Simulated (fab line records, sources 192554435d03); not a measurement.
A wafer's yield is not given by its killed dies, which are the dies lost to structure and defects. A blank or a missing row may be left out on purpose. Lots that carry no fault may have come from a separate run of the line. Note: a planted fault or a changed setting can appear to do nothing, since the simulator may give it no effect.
Which tool was responsible?    flow n5 finfet    24 lots, 72 wafers sampled, at 1 step of a route of 1938

## WHAT EACH GAUGE READ, for each wafer
N5_MOL_CONTACT_COAG_CD_MEAS_99 targets a cd of 17.2 nm. Usual: cd nm reads 17.3 nm (standard deviation 0.39).
lot   measured      on         cd nm (nm)      flag
L074  day 4 16:59   cd sem-03  17.6 17.4 16.4  
L075  day 4 22:31   cd sem-01  17.8 17.4 17.5  
L076  day 5 04:43   cd sem-01  17.6 17.5 17.3  
L077  day 5 13:35   cd sem-03  17.1 16.7 17.4  
L078  day 5 16:26   cd sem-02  16.8 17.0 17.8  
L079  day 6 06:13   cd sem-03  17.1 18.1 17.7  
L080  day 6 08:59   cd sem-02  17.6 17.4 17.1  
L081  day 6 12:56   cd sem-03  17.4 17.8 17.1  
L082  day 6 18:07   cd sem-01  16.8 17.1 17.8  
L083  day 7 00:44   cd sem-03  17.3 16.9 16.9  
L084  day 7 10:01   cd sem-03  17.9 17.9 17.0  
L085  day 7 10:50   cd sem-02  17.0 17.2 17.3  
L086  day 7 17:21   cd sem-01  17.5 17.5 17.0  
L087  day 7 22:29   cd sem-01  17.3 16.7 16.9  
L088  day 8 06:16   cd sem-03  17.5 17.2 17.3  
L089  day 8 13:25   cd sem-02  17.8 17.7 17.8  
L090  day 8 16:02   cd sem-03  17.2 17.7 17.2  
L091  day 9 01:47   cd sem-03  17.6 17.8 17.6  
L093  day 9 10:19   cd sem-01  17.6 17.9 18.3  
L092  day 9 15:45   cd sem-01  17.5 17.0 17.1  
L094  day 9 16:48   cd sem-01  17.4 17.4 16.4  
L095  day 10 00:31  cd sem-02  17.4 17.0 17.8  
L096  day 10 06:39  cd sem-01  16.9 17.6 17.7  
L097  day 10 10:46  cd sem-02  17.4 17.1 17.2  

## EACH LOT AND THE TOOL THAT RAN IT (in order: tool; ch and the chambers of the sampled wafers; start)
The record holds no process step before these readings.

## AS READ BY THE TOOLS THEMSELVES (means over the sampled wafers that have a number; for cases with no such wafer, the mark the record gives instead)
The record holds no such reading with a usual standard deviation.

## THE ANSWER, worked out from the rows above alone
Rule: lot off if the mean of its wafers having a number is beyond 3 standard deviations from the usual mean. Also off: a lot with no number at a reading for which 4 or more lots have one. The other lots that the step has rows for count as sound. After the gauges, taken in route order, come the tools' own readings; for these a lot's mean is taken, as printed above. At the first step where some lot is off, the reading lying furthest off is the one used; lots without a number count as furthest.
Nothing can be told from this: no lot is off at any reading shown.

## WHAT THE SIMULATOR HAD PUT IN
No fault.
